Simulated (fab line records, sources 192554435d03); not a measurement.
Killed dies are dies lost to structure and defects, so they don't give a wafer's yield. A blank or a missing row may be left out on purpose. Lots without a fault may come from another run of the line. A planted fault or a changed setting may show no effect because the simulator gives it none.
A struck lot beside a sound one | flow n5_finfet | 39 steps out of a route of 1938
Sound: wafers L723.2, L723.3, L723.6. Struck: wafers L731.1, L731.5. (L731.4 of the same lot was not struck and is left out.) The cause comes at the end.
At each step with rows: each side's tool, then ch and its chambers, then its first start. Under that, the readings that differ: sound wafers | struck wafers | difference of the means | sigmas: that difference in standard deviations of wafers without a fault.
alike: readings whose means differ by less than 2 such deviations, and words and numbers that are the same on both sides. not compared: withheld readings, readings that some wafer has no value for, bounds like >300 that may hide the same value, and numbers for which the record gives no deviation and whose values overlap.
The two part at a step that has a row with sigmas, a row that says differs or no value, or rows on one side only. Numbers that don't overlap but have no deviation are shown without sigmas and don't part them. A reading that every wafer of one side lacks parts them only if that side has two wafers or more.

first, 9 steps without rows for these wafers: N5_MOL_CONTACT_COAG_SPUTTER_130 (material Co, target thk 47.5 nm); N5_MOL_CONTACT_COAG_PRECLEAN_125 (cleans in DIW, time 57.5 s); N5_MOL_CONTACT_COAG_SRD_126 (dry time 32 s); N5_MOL_CONTACT_COAG_CMP_23 (polishes, stops on SiO2, t overpolish 1.5 s, target thk 0 nm); N5_MOL_CONTACT_COAG_WET_ETCH_26 (target Co, target depth 13 nm); N5_MOL_CONTACT_COAG_WET_ETCH_116 (etches the open film in SC1-inhibited, target depth 4.6 nm, rinse time 30 s); N5_MOL_CONTACT_COAG_ALD_27 (deposits SiOC, target thk 17 nm, pulse time 1.5 s, time 2720 s); N5_MOL_CONTACT_COAG_CMP_28 (polishes, stops on SiNx, t overpolish 0.85 s, target thk 14.522 nm); N5_MOL_CONTACT_COAG_ALD_123 (deposits SiNx, target thk 5 nm, pulse time 1 s, purge time 2 s).
N5_MOL_CONTACT_COAG_PECVD_31: deposits SiO2 from TEOS/O2, target thk 46 nm, time 8.9 s.
  sound on pecvd-02 ch 0,1,2, day 5 04:25; struck on pecvd-02 ch 0, day 7 07:20
  reading                                             | sound                | struck        | difference | sigmas
  susceptor_temp_C (C)                                | 400.19 399.64 400.11 | 418.45 418.67 | +18.58     | +88
  model.SiO2_of_MOL_CONTACT_COAG_PECVD_31.thk_nm (nm) | 45.6 46.4 46.4       | 39.6 40.6     | -6.0       |
then, 19 steps without rows for these wafers: N5_MOL_CONTACT_COAG_COAT_75 (time 60 s, resist thk 60 nm); N5_MOL_CONTACT_COAG_COAT_76 (time 60 s, resist thk 10 nm); N5_MOL_CONTACT_COAG_COAT_77 (time 60 s, resist thk 10 nm); N5_MOL_CONTACT_COAG_COAT_78 (resist thk 40 nm); N5_MOL_CONTACT_COAG_EBR_80; N5_MOL_CONTACT_COAG_SOFTBAKE_79 (time 60 s); N5_MOL_CONTACT_COAG_EXPOSE_81 (exposes mask VG, defocus 0 nm); N5_MOL_CONTACT_COAG_PEB_82 (peb time 60 s); N5_MOL_CONTACT_COAG_DEVELOP_83 (develop time 30 s); N5_MOL_CONTACT_COAG_DESCUM_88 (chemistry O2, time 7 s); N5_MOL_CONTACT_COAG_ETCH_89 (etches underlayer in N2/H2, target depth 13 nm, time 10.4 s); N5_MOL_CONTACT_COAG_ETCH_90 (etches SiARC in CF4, target depth 13 nm, time 21.7 s); N5_MOL_CONTACT_COAG_ALD_131 (deposits SiO2, target thk 5 nm, pulse time 1 s, co reactant pulse time 1 s); N5_MOL_CONTACT_COAG_ETCHBACK_132 (etches SiO2 in CHF3, target depth 10 nm, time 6.7 s); N5_MOL_CONTACT_COAG_ETCH_91 (etches SOC in N2/H2, target depth 60 nm, overetch 21 nm, time 101.2 s); N5_MOL_CONTACT_COAG_STRIP_92 (strips in N2/H2); N5_MOL_CONTACT_COAG_STRIP_93 (strips in N2/H2); N5_MOL_CONTACT_COAG_ETCHBACK_135 (etches SiO2 in CHF3, target depth 25 nm, time 16.7 s); N5_MOL_CONTACT_COAG_STRIP_118 (strips in CHF3).
N5_MOL_CONTACT_COAG_VIA_ETCH_46: etches SiO2 in C4F6/O2, target depth 46 nm, overetch 9.2 nm, time 40 s.
  sound on rie_diel-01 ch 0,2, day 5 05:26; struck on rie_diel-04 ch 2, day 7 08:20
  reading                     | sound             | struck      | difference | sigmas
  drypump_motor_current_A (A) | 6.4 5.7 5.7       | 5.0 4.9     | -1.0       | -2
  model.etch.depth_nm (nm)    | 45.62 46.43 46.42 | 39.58 40.61 | -6.06      |
  alike: oes_product_au, rf_vpp_V, showerhead_plenum_p_Torr, throttle_valve_pct
  not compared: rf_hours_counter_h
then, 5 steps without rows for these wafers: N5_MOL_CONTACT_COAG_STRIP_96 (strips in N2/H2); N5_MOL_CONTACT_COAG_ETCH_47 (etches SiNx in CH3F/O2, stops on W, target depth 27 nm); N5_MOL_CONTACT_COAG_STRIP_119 (strips in N2/H2, time 30 s); N5_MOL_CONTACT_COAG_PRECLEAN_144 (cleans in alkaline clean, time 60 s); N5_MOL_CONTACT_COAG_SRD_145 (time 30 s).
N5_MOL_CONTACT_COAG_CMP_52: polishes, stops on SiO2, t overpolish 1.5 s, target thk 66.5 nm.
  sound on cmp-04 ch 0,2,3, day 5 07:33; struck on cmp-02 ch 1, day 7 10:32
  reading                                             | sound          | struck    | difference | sigmas
  model.SiO2_of_MOL_CONTACT_COAG_PECVD_31.thk_nm (nm) | 43.6 44.4 44.4 | 37.6 38.6 | -6.0       |
  alike: motor_current_A
N5_MOL_CONTACT_COAG_THK_MEAS_53:
  sound on film_metro-02, day 5 07:49; struck on film_metro-01, day 7 10:50
  reading          | sound          | struck    | difference | sigmas
  VIA_MOL_THK (nm) | 43.5 44.4 44.4 | 37.6 38.5 | -6.1       | -10
-- the record jumps here: 2 days lie between the struck wafers' starts before and after (it left off in module MOL_CONTACT_COAG and takes up again in module BEOL_M4, whose first step shown is number 1111 of the route) --
N5_BEOL_M4_RC_MEAS_101:
  sound on prober-01 ch 0, day 7 23:43; struck on prober-02 ch 0, day 9 22:32
  alike: DIBL_N, DIBL_P, IOFF_N, IOFF_P, ION_N, ION_P, SS_N, SS_P, VT_N, VT_P
-- the record jumps here: 5 days lie between the struck wafers' starts before and after (it left off in module BEOL_M4 and takes up again in module PASSIVATION, whose first step shown is number 1936 of the route) --
N5_PASSIVATION_PROBE_49:
  sound on prober-02, day 12 18:58; struck on prober-02, day 14 11:43
  alike: defect_limited_yield, killed_at_M0_to_M3, killed_at_M4_up, killed_at_contacts, killed_at_front_end, killed_at_other, killed_dies, killed_open, killed_short, sort_bin_5_function, sort_bin_6_memory, sort_n_pass, sort_yield_pct

WHERE THEY PART
First at N5_MOL_CONTACT_COAG_PECVD_31; last, within this record, at N5_MOL_CONTACT_COAG_THK_MEAS_53. Later steps at which nothing parts them and some readings are alike: N5_BEOL_M4_RC_MEAS_101, N5_PASSIVATION_PROBE_49.

WHY: what the simulator had put in
Process parameter drift: pecvd-02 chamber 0, from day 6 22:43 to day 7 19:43, at N5_MOL_CONTACT_COAG_PECVD_31. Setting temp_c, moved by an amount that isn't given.
